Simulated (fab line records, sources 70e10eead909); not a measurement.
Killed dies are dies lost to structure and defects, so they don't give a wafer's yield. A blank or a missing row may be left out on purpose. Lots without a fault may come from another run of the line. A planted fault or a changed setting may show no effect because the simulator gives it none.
Which tool did it? | flow nand_harc | 15 lots, 45 wafers sampled, at 4 steps of a route of 1302

WHAT THE GAUGES READ, wafer by wafer
NHARC_P_M1_THK_MEAS_24: measures by xrf.
lot  | measured     | on            | thk_nm (nm)
L292 | day 6 04:43  | film_metro-02 | 157.5 155.3 158.3
L293 | day 6 19:44  | film_metro-01 | 156.2 158.7 156.7
L295 | day 7 09:58  | film_metro-01 | 156.9 155.5 156.2
L296 | day 8 12:15  | film_metro-02 | 157.0 158.0 156.7
L298 | day 8 22:36  | film_metro-02 | 156.7 158.9 158.8
L299 | day 9 05:09  | film_metro-02 | 157.6 158.2 157.2
L301 | day 9 22:47  | film_metro-01 | 159.0 157.0 158.3
L300 | day 9 23:31  | film_metro-01 | 157.5 156.3 158.2
L306 | day 12 10:39 | film_metro-02 | 156.0 158.4 158.3
L305 | day 12 17:41 | film_metro-02 | 158.3 156.0 160.3
L308 | day 13 10:34 | film_metro-02 | 155.5 157.4 158.2
L309 | day 13 12:43 | film_metro-01 | 156.3 158.2 157.7
L312 | day 15 00:49 | film_metro-01 | 158.6 157.2 156.1
L314 | day 15 08:38 | film_metro-02 | 156.1 160.1 158.8
L313 | day 15 09:13 | film_metro-01 | 158.8 158.5 157.7

NHARC_P_M2_CD_MEAS_16.
lot  | measured     | on        | cd_nm (nm)
L292 | day 6 06:38  | cd_sem-02 | 170.9 170.0 170.5
L293 | day 6 21:59  | cd_sem-03 | 170.0 171.0 170.4
L295 | day 7 12:01  | cd_sem-01 | 170.3 170.3 170.3
L296 | day 8 14:17  | cd_sem-01 | 168.9 169.6 169.4
L298 | day 9 00:31  | cd_sem-02 | 170.6 170.1 169.8
L299 | day 9 07:13  | cd_sem-02 | 169.8 169.9 170.1
L301 | day 10 00:43 | cd_sem-02 | 170.3 169.9 169.4
L300 | day 10 01:34 | cd_sem-02 | 169.5 170.1 170.8
L306 | day 12 12:44 | cd_sem-03 | - - -
L305 | day 12 19:49 | cd_sem-03 | - - -
L308 | day 13 12:44 | cd_sem-03 | - - -
L309 | day 13 14:51 | cd_sem-03 | 171.1 170.8 169.8
L312 | day 15 02:52 | cd_sem-02 | 169.8 170.2 169.8
L314 | day 15 11:01 | cd_sem-01 | 170.9 170.6 169.9
L313 | day 15 11:19 | cd_sem-02 | 170.8 169.9 170.6

WHICH TOOL RAN EACH LOT (tool, then ch and the chambers of the sampled wafers, then the start)
lot  | NHARC_P_M1_CMP_23             | NHARC_P_M2_PEB_07
L292 | cmp-01 ch 0,1,2, day 6 04:24  | litho_track-01 ch 0, day 6 06:04
L293 | cmp-01 ch 1,2, day 6 19:26    | litho_track-01 ch 0, day 6 21:24
L295 | cmp-02 ch 0,1,2, day 7 09:41  | litho_track-04 ch 0, day 7 11:27
L296 | cmp-01 ch 1,2,3, day 8 11:59  | litho_track-04 ch 0, day 8 13:43
L298 | cmp-01 ch 0,2, day 8 22:17    | litho_track-01 ch 0, day 8 23:57
L299 | cmp-03 ch 2,3, day 9 04:50    | litho_track-01 ch 0, day 9 06:38
L301 | cmp-02 ch 0,2, day 9 22:30    | litho_track-06 ch 0, day 10 00:08
L300 | cmp-01 ch 0,1,3, day 9 23:14  | litho_track-01 ch 0, day 10 00:59
L306 | cmp-03 ch 0,1,3, day 12 10:20 | litho_track-01, day 12 12:07
L305 | cmp-02 ch 0,1,3, day 12 17:22 | litho_track-06, day 12 19:14
L308 | cmp-02 ch 0,2, day 13 10:15   | litho_track-01, day 13 12:02
L309 | cmp-03 ch 1,2,3, day 13 12:28 | litho_track-04 ch 0, day 13 14:08
L312 | cmp-01 ch 1,2,3, day 15 00:30 | litho_track-06 ch 0, day 15 02:17
L314 | cmp-01 ch 2,3, day 15 08:20   | litho_track-01 ch 0, day 15 09:58
L313 | cmp-01 ch 0,2,3, day 15 08:55 | litho_track-06 ch 0, day 15 10:44
- NHARC_P_M1_CMP_23: polishes, t overpolish 20 s, target thk 157.82 nm.
- NHARC_P_M2_PEB_07: peb time 65 s.

WHAT THE TOOLS THEMSELVES READ (means of the sampled wafers that have a number; where no wafer has one, the mark that the record gives instead)
NHARC_P_M1_CMP_23.
lot  | tool   | edge_zone_pressure_frac | motor_current_A (A) | slurry_filter_dp_kPa (kPa) | time_to_endpoint_s (s)
L292 | cmp-01 | 1.004                   | 12.4                | 13.51                      | 28.5
L293 | cmp-01 | 0.996                   | 13.6                | 13.43                      | 29.8
L295 | cmp-02 | 0.999                   | 12.1                | 13.57                      | 29.5
L296 | cmp-01 | 1.005                   | 12.6                | 13.60                      | 28.0
L298 | cmp-01 | 0.999                   | 11.9                | 13.47                      | 27.5
L299 | cmp-03 | 0.997                   | 13.1                | 13.43                      | 27.6
L301 | cmp-02 | 0.995                   | 11.9                | 13.44                      | 30.9
L300 | cmp-01 | 0.999                   | 12.6                | 13.55                      | 24.2
L306 | cmp-03 | 0.998                   | 11.8                | 13.52                      | 28.9
L305 | cmp-02 | 1.004                   | 11.4                | 13.47                      | 27.4
L308 | cmp-02 | 0.996                   | 11.5                | 13.50                      | 31.5
L309 | cmp-03 | 0.998                   | 12.2                | 13.46                      | 28.8
L312 | cmp-01 | 0.999                   | 12.5                | 13.50                      | 28.6
L314 | cmp-01 | 0.999                   | 11.7                | 13.30                      | 26.6
L313 | cmp-01 | 0.998                   | 11.3                | 13.49                      | 29.0

NHARC_P_M2_PEB_07.
lot  | tool           | chill_plate_temp_C (C) | exhaust_pa (Pa)
L292 | litho_track-01 | 23.00                  | 45.8
L293 | litho_track-01 | 23.06                  | 44.1
L295 | litho_track-04 | 23.04                  | 45.2
L296 | litho_track-04 | 22.92                  | 44.9
L298 | litho_track-01 | 22.91                  | 44.3
L299 | litho_track-01 | 22.98                  | 43.7
L301 | litho_track-06 | 23.29                  | 45.2
L300 | litho_track-01 | 22.90                  | 45.5
L306 | litho_track-01 | -                      | -
L305 | litho_track-06 | -                      | -
L308 | litho_track-01 | -                      | -
L309 | litho_track-04 | 22.99                  | 45.7
L312 | litho_track-06 | 22.92                  | 44.0
L314 | litho_track-01 | 22.92                  | 45.1
L313 | litho_track-06 | 22.94                  | 45.0

THE ANSWER, worked out from the rows above alone
Rule: what is usual is taken from the lots themselves. Put in order of their means at a reading, lots are off if they are a third of the lots or fewer, leave a main group of 4 or more, and stand apart from it by a gap of 3 or more times the standard deviation of the main group's means; of several such gaps the widest counts. A main group whose means are all the same, to the digits that the tables above print for the reading, isn't used. A lot without any number at a reading at which 4 lots or more have one is off too. The other lots that the step has rows for count as sound. The gauges are gone through in route order, then the tools' own readings, and for those a lot's mean is taken as printed above. The first step at which some lot is off is used, and at that step the reading that is off furthest; a lot without a number counts as furthest.
Off: L306, L305, L308, at NHARC_P_M2_CD_MEAS_16 (cd_nm). Without a number there: L306, L305, L308. The main group: mean 170.2 nm, standard deviation 0.35.
A tool fits if, at a process step before that reading, it ran every lot that is off, and no sound lot after the first of them. The gauges at NHARC_P_M2_CD_MEAS_16 aren't tried: what is off there is off at NHARC_P_M2_PEB_07 too, on other tools, and a gauge's error can't cause that. None of those tried fits.

WHAT THE SIMULATOR HAD PUT IN
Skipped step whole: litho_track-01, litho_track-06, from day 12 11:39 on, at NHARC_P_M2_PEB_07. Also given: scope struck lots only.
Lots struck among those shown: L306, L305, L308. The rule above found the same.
